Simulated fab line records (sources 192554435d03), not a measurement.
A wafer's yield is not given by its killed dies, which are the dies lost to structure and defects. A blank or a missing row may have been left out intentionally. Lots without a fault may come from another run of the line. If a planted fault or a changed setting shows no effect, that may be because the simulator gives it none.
Comparing a struck lot with a sound one | flow n5Finfet | 35 out of 1938 route steps
Sound: wafers L675.1, L675.3, L675.4. Struck: wafer L683.4; the same lot's L683.1 was not struck, so it is left out; see the end for the cause.
Per side, at each step with rows, come the tool, then ch with its chambers, and then its first start. Under that, the readings that differ: sound wafers | struck wafers | difference of the means | sigmas: that difference in standard deviations of wafers without a fault.
alike: readings with means less than 2 such deviations apart, plus words and numbers identical on both sides. not compared: withheld readings, readings lacking a value on some wafer, bounds such as >300 that could conceal the same value, and numbers that have no deviation in the record and whose values overlap.
A row with sigmas, a row that says differs or no value, or rows on one side alone: a step with any of these is where the two part. Numbers that have no deviation but don't overlap get no sigmas and don't part them. A reading missing from all wafers of one side parts the sides only when that side holds two or more wafers.

first, 8 steps without rows for these wafers: N5_BEOL_M10_SPUTTER_48 (material Cu, target thk 12 nm, time 2 s); N5_BEOL_M10_ECD_50 (material Cu, target thk 318 nm); N5_BEOL_M10_ANNEAL_51 (time 90 s); N5_BEOL_M10_CMP_52 (polishes, stops on SiCOH lowk, t overpolish 7 s, target thk 140 nm); N5_BEOL_M10_PRE_CLEAN_55 (time 15 s); N5_BEOL_M10_DEP_56 (deposits SiCN from 3MS/NH3, target thk 15 nm, time 26.5 s); N5_BEOL_M11_ILD_DEP_00 (deposits SiCOH lowk from DEMS/porogen, target thk 308.51 nm, time 58 s); N5_BEOL_M11_CURE_71 (cures SiCOH lowk, time 240 s).
N5_BEOL_M11_PECVD_70: deposits SiO2 from TEOS/O2, target thk 20 nm, time 22.7 s.
  sound on pecvd-02 ch 0,1,2, day 12 01:36; struck on pecvd-02 ch 2, day 14 16:19
reading                                    | sound        | struck | difference | sigmas
model.SiO2_of_BEOL_M11_PECVD_70.thkNm (nm) | 19.4 19.6 20 | 8.6    | -11.1      | 
  alike: heaterPowerW, showerheadPlenumPTorr, throttleValvePct
then, 24 steps without rows for these wafers: N5_BEOL_M11_HM_DEP_02 (deposits TiN, target thk 20 nm); N5_BEOL_M11_COAT_59 (time 60 s, resist thk 100 nm); N5_BEOL_M11_COAT_60 (time 60 s, resist thk 30 nm); N5_BEOL_M11_COAT_05 (resist thk 90 nm); N5_BEOL_M11_EBR_07; N5_BEOL_M11_SOFTBAKE_06 (time 60 s); N5_BEOL_M11_EXPOSE_08 (exposes mask M11); N5_BEOL_M11_PEB_09 (peb time 60 s); N5_BEOL_M11_DEVELOP_10 (develop time 30 s); N5_BEOL_M11_DESCUM_16 (chemistry O2, time 7.9 s); N5_BEOL_M11_ETCH_61 (etches SiARC in CF4, target depth 39 nm, time 65 s); N5_BEOL_M11_ETCH_62 (etches SOC in N2/H2, target depth 110 nm, overetch 22 nm, time 165 s); N5_BEOL_M11_STRIP_68 (strips in N2/H2); N5_BEOL_M11_STRIP_67 (strips in CF4); N5_BEOL_M11_HM_OPEN_17 (chemistry Cl2/BCl3, target TiN, target depth 20 nm, overetch 6 nm); N5_BEOL_M11_STRIP_19 (strips in O2); N5_BEOL_M11_COAT_63 (time 60 s, resist thk 100 nm); N5_BEOL_M11_COAT_64 (time 60 s, resist thk 30 nm); N5_BEOL_M11_COAT_22 (resist thk 90 nm); N5_BEOL_M11_EBR_24; N5_BEOL_M11_SOFTBAKE_23 (time 60 s); N5_BEOL_M11_EXPOSE_25 (exposes mask V10); N5_BEOL_M11_PEB_26 (peb time 60 s); N5_BEOL_M11_DEVELOP_27 (develop time 30 s).
N5_BEOL_M11_HM_STRIP_39: strips TiN in peroxide tin strip, target depth 25 nm, time 158 s.
  sound on wetBench-02 ch 0,2,4, day 12 08:59; struck on wetBench-04 ch 3, day 14 19:37
reading                                    | sound          | struck | difference | sigmas
model.SiO2_of_BEOL_M11_PECVD_70.thkNm (nm) | 19.2 19.4 19.8 | 8.4    | -11.1      | 
N5_BEOL_M11_CMP_52: polishes, stops on SiCOH lowk, t overpolish 7 s, target thk 140 nm.
  sound on cmp-03 ch 0,1,3, day 12 11:16; struck on cmp-01 ch 3, day 14 21:59
reading                   | sound          | struck | difference | sigmas
barrierFieldEndpointS (s) | 27.9 27.9 28.1 | 15.4   | -12.6      | -16
  alike: clearingPlatenDownForcePsi, motorCurrentA

== WHERE THEY PART ==
Only at N5_BEOL_M11_CMP_52, as far as this record shows.

WHY: the cause the simulator had injected
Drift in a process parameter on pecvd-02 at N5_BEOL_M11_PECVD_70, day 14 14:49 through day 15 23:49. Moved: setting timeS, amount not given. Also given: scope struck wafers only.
